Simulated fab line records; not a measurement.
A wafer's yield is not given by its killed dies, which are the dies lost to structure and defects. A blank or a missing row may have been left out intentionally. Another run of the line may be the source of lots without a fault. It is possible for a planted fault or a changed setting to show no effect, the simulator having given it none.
Chamber matching || flow n5-finfet || 4 sister chambers for N5_BEOL_M0_SAQP_SPACER1_ALD_98 on ald-sin-03
The step deposits SiO2, target thk 12.8 nm, pulse time 1 s, purge time 2 s. 24 wafers are shown with their chamber, then 12 later ones without.

EACH WAFER AND ITS CHAMBER
{"wafer": "L074.1", "chamber": 2, "heater-power-w (W)": 417, "precursor-pulse-height-rel": 1.009}
{"wafer": "L074.3", "chamber": 1, "heater-power-w (W)": 442, "precursor-pulse-height-rel": 1.020}
{"wafer": "L074.5", "chamber": 0, "heater-power-w (W)": 514, "precursor-pulse-height-rel": 1.016}
{"wafer": "L077.2", "chamber": 1, "heater-power-w (W)": 446, "precursor-pulse-height-rel": 1.020}
{"wafer": "L077.5", "chamber": 1, "heater-power-w (W)": 431, "precursor-pulse-height-rel": 0.993}
{"wafer": "L077.6", "chamber": 2, "heater-power-w (W)": 431, "precursor-pulse-height-rel": 0.988}
{"wafer": "L078.2", "chamber": 1, "heater-power-w (W)": 439, "precursor-pulse-height-rel": 0.996}
{"wafer": "L078.3", "chamber": 3, "heater-power-w (W)": 436, "precursor-pulse-height-rel": 0.970}
{"wafer": "L078.6", "chamber": 0, "heater-power-w (W)": 514, "precursor-pulse-height-rel": 1.035}
{"wafer": "L081.4", "chamber": 0, "heater-power-w (W)": 529, "precursor-pulse-height-rel": 0.976}
{"wafer": "L081.5", "chamber": 2, "heater-power-w (W)": 426, "precursor-pulse-height-rel": 0.989}
{"wafer": "L081.6", "chamber": 3, "heater-power-w (W)": 444, "precursor-pulse-height-rel": 1.015}
{"wafer": "L083.1", "chamber": 3, "heater-power-w (W)": 456, "precursor-pulse-height-rel": 1.043}
{"wafer": "L083.4", "chamber": 1, "heater-power-w (W)": 427, "precursor-pulse-height-rel": 1.016}
{"wafer": "L083.5", "chamber": 1, "heater-power-w (W)": 440, "precursor-pulse-height-rel": 1.018}
{"wafer": "L086.3", "chamber": 2, "heater-power-w (W)": 416, "precursor-pulse-height-rel": 1.030}
{"wafer": "L086.4", "chamber": 0, "heater-power-w (W)": 506, "precursor-pulse-height-rel": 0.997}
{"wafer": "L086.5", "chamber": 3, "heater-power-w (W)": 452, "precursor-pulse-height-rel": 0.971}
{"wafer": "L087.2", "chamber": 3, "heater-power-w (W)": 440, "precursor-pulse-height-rel": 0.987}
{"wafer": "L087.4", "chamber": 0, "heater-power-w (W)": 514, "precursor-pulse-height-rel": 1.009}
{"wafer": "L087.6", "chamber": 3, "heater-power-w (W)": 443, "precursor-pulse-height-rel": 1.000}
{"wafer": "L088.3", "chamber": 2, "heater-power-w (W)": 418, "precursor-pulse-height-rel": 1.006}
{"wafer": "L088.5", "chamber": 1, "heater-power-w (W)": 440, "precursor-pulse-height-rel": 1.015}
{"wafer": "L088.6", "chamber": 0, "heater-power-w (W)": 525, "precursor-pulse-height-rel": 1.001}

SIGNATURES (averages over the wafers above)
{"reading": "heater-power-w", "chamber 0": 517.00, "chamber 1": 437.86, "chamber 2": 421.60, "chamber 3": 445.17, "scatter within a chamber": 7.31}
{"reading": "precursor-pulse-height-rel", "chamber 0": 1.00567, "chamber 1": 1.01114, "chamber 2": 1.00440, "chamber 3": 0.99767, "scatter within a chamber": 0.0199}
Rule: a wafer's distance from a chamber is the root of the sum, over the readings, of the square of ((its reading less the chamber's mean) divided by the reading's scatter). If the next closest chamber is less than 2 further off than the closest, the wafer can't be placed; otherwise it belongs to the closest. The scatter is the square root of a quotient: the sum, over the shown wafers, of each reading's squared deviation from its chamber's mean, divided by wafers minus chambers.

WAFERS WHOSE CHAMBER IS MISSING
{"wafer": "L091.1", "heater-power-w (W)": 437, "precursor-pulse-height-rel": 0.989}
{"wafer": "L091.2", "heater-power-w (W)": 439, "precursor-pulse-height-rel": 1.013}
{"wafer": "L091.6", "heater-power-w (W)": 424, "precursor-pulse-height-rel": 0.964}
{"wafer": "L092.3", "heater-power-w (W)": 434, "precursor-pulse-height-rel": 1.020}
{"wafer": "L092.5", "heater-power-w (W)": 428, "precursor-pulse-height-rel": 1.004}
{"wafer": "L092.6", "heater-power-w (W)": 437, "precursor-pulse-height-rel": 0.983}
{"wafer": "L094.2", "heater-power-w (W)": 509, "precursor-pulse-height-rel": 0.997}
{"wafer": "L094.3", "heater-power-w (W)": 439, "precursor-pulse-height-rel": 1.001}
{"wafer": "L094.6", "heater-power-w (W)": 432, "precursor-pulse-height-rel": 1.040}
{"wafer": "L097.2", "heater-power-w (W)": 499, "precursor-pulse-height-rel": 1.006}
{"wafer": "L097.3", "heater-power-w (W)": 427, "precursor-pulse-height-rel": 1.015}
{"wafer": "L097.5", "heater-power-w (W)": 450, "precursor-pulse-height-rel": 0.981}

WHICH CHAMBER EACH ONE RAN IN
{"wafer": "L091.1", "from the rows above": "can't be placed: 1 or 3 or 2", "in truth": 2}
{"wafer": "L091.2", "from the rows above": "can't be placed: 1 or 3", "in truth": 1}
{"wafer": "L091.6", "from the rows above": "can't be placed: 2 or 1 or 3", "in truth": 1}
{"wafer": "L092.3", "from the rows above": "can't be placed: 1 or 2 or 3", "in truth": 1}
{"wafer": "L092.5", "from the rows above": "can't be placed: 2 or 1 or 3", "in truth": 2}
{"wafer": "L092.6", "from the rows above": "can't be placed: 3 or 1 or 2", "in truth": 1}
{"wafer": "L094.2", "from the rows above": 0, "in truth": 0}
{"wafer": "L094.3", "from the rows above": "can't be placed: 1 or 3 or 2", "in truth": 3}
{"wafer": "L094.6", "from the rows above": "can't be placed: 1 or 2 or 3", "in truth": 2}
{"wafer": "L097.2", "from the rows above": 0, "in truth": 0}
{"wafer": "L097.3", "from the rows above": "can't be placed: 2 or 1 or 3", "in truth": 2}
{"wafer": "L097.5", "from the rows above": "can't be placed: 3 or 1", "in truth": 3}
Correctly placed: 2 of 12. Unplaceable from these rows: 10, with the true chamber sitting among the candidates in 10. Placed wrongly: 0.
